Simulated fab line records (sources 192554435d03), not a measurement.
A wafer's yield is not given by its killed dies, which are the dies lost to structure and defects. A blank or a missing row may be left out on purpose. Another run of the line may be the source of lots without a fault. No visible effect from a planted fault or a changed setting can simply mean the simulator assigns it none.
Split-lot study | flow n5_finfet | route with 1938 steps; 7 lots, 21 wafers read

== THE SPLIT ITSELF ==
At N5_SDB_COAT_03 (time 60 s, resist thk 100 nm), the setting spin_rpm was moved away from the recipe's 1500 rpm on 9 of the 21 wafers read, by -8.7% to +10.0%. All remaining wafers had this setting at the recipe value.

== FROM THE SPLIT TO THE READING: what the file shows between them, 7 steps ==
- N5_SDB_COAT_04: time 60 s, resist thk 18 nm
- N5_SDB_COAT_05: resist thk 90 nm
- N5_SDB_DESCUM_16: chemistry O2, time 7.9 s
- N5_SDB_ETCH_17: etches SiARC in CF4, target depth 23.4 nm, time 39 s
- N5_SDB_ETCH_18: etches SOC in N2/H2, target depth 100 nm, overetch 20 nm, time 150 s
- N5_SDB_STRIP_19: strips in N2/H2
- N5_SDB_STRIP_21: strips in CF4

== THE READING ==
SOC_of_SDB_COAT_03.thk_nm (the simulator's own value, which no gauge read), in nm, at N5_SDB_HM_OPEN_20 (chemistry CH3F/O2, target SiNx, stops on poly-Si, target depth 24 nm). No usual value for it is given in the file. Here, 12 wafers ran the recipe; their average is 84.3 nm with a standard deviation of 0.36 nm.

wafer  | tool, chamber at the split | spin_rpm as run, rpm | against the recipe | SOC_of_SDB_COAT_03.thk_nm, nm | against lot-mates on the recipe
L074.1 | litho_track-04, 0          | 1642                 | +9.5%              | 79.4                          | -4.2
L074.5 | litho_track-04, 0          | 1500                 | recipe             | 83.6                          | -
L074.6 | litho_track-04, 0          | 1642                 | +9.5%              | 79.6                          | -4.0
L075.3 | litho_track-04, 0          | 1500                 | recipe             | 84.8                          | -
L075.4 | litho_track-04, 0          | 1370                 | -8.7%              | 89.2                          | +4.5
L075.5 | litho_track-04, 0          | 1500                 | recipe             | 84.6                          | -
L080.1 | litho_track-05, 0          | 1611                 | +7.4%              | 80.8                          | -3.4
L080.2 | litho_track-05, 0          | 1611                 | +7.4%              | 81.6                          | -2.6
L080.3 | litho_track-05, 0          | 1500                 | recipe             | 84.2                          | -
L084.2 | litho_track-02, 0          | 1500                 | recipe             | 84.4                          | -
L084.5 | litho_track-02, 0          | 1500                 | recipe             | 84.4                          | -
L084.3 | litho_track-02, 0          | 1500                 | recipe             | 84.6                          | -
L089.2 | litho_track-04, 0          | 1500                 | recipe             | 84.6                          | -
L089.5 | litho_track-04, 0          | 1650                 | +10.0%             | 79.4                          | -5.2
L089.6 | litho_track-04, 0          | 1650                 | +10.0%             | 79.4                          | -5.2
L091.4 | litho_track-04, 0          | 1377                 | -8.2%              | 88.4                          | +4.6
L091.5 | litho_track-04, 0          | 1500                 | recipe             | 83.8                          | -
L091.6 | litho_track-04, 0          | 1377                 | -8.2%              | 88.8                          | +5.0
L095.3 | litho_track-02, 0          | 1500                 | recipe             | 84.2                          | -
L095.4 | litho_track-02, 0          | 1500                 | recipe             | 84.4                          | -
L095.5 | litho_track-02, 0          | 1500                 | recipe             | 83.8                          | -

THE FIT
A straight line over all 21 wafers: SOC_of_SDB_COAT_03.thk_nm changes by -0.502 nm for each +1% of spin_rpm; r = -0.99; the points scatter about the line by 0.39 nm.
The same after taking each lot's own level away (the mean of its wafers on the recipe; 21 wafers): -0.5 nm for each +1%; r = -0.99; scatter 0.39 nm.
The reading moves by 5 nm for the largest change in spin_rpm, on that fit.
Measured against the standard deviation above, the lots' own levels, which go from 83.60 to 84.70 nm, span 3.1 times it.
Hence the lot-to-lot level has little effect on the slope; both slopes agree.
Check: for one of the wafers moved furthest among these (+10.0%), held out of the fit, the line's prediction against its lot-mates is -4.74 nm. Against them it came out at -5.2 nm.

== THE WHOLE CHAIN: every reading that the file lists as answering this split, in the file's order ==
step              | what it does                                                         | reading                                                                    | change (the file's fit)               | r (the file's)
N5_SDB_COAT_03    | time 60 s, resist thk 100 nm                                         | SOC_of_SDB_COAT_03.thk_nm (the simulator's own value, which no gauge read) | -0.515 nm for each +1% of the setting | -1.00
N5_SDB_ETCH_18    | etches SOC in N2/H2, target depth 100 nm, overetch 20 nm, time 150 s | etch.depth_nm (the simulator's own value, which no gauge read)             | -0.508 nm for each +1% of the setting | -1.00
N5_SDB_HM_OPEN_20 | chemistry CH3F/O2, target SiNx, stops on poly-Si, target depth 24 nm | SOC_of_SDB_COAT_03.thk_nm (the simulator's own value, which no gauge read) | -0.495 nm for each +1% of the setting | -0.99
N5_SDB_STRIP_22   | strips in N2/H2                                                      | strip_time_to_endpoint_s                                                   | withheld for each +1% of the setting  | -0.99

== THE FILE'S OWN FIT ==
SOC_of_SDB_COAT_03.thk_nm changes by -0.495 nm for each +1% of spin_rpm, r = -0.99.
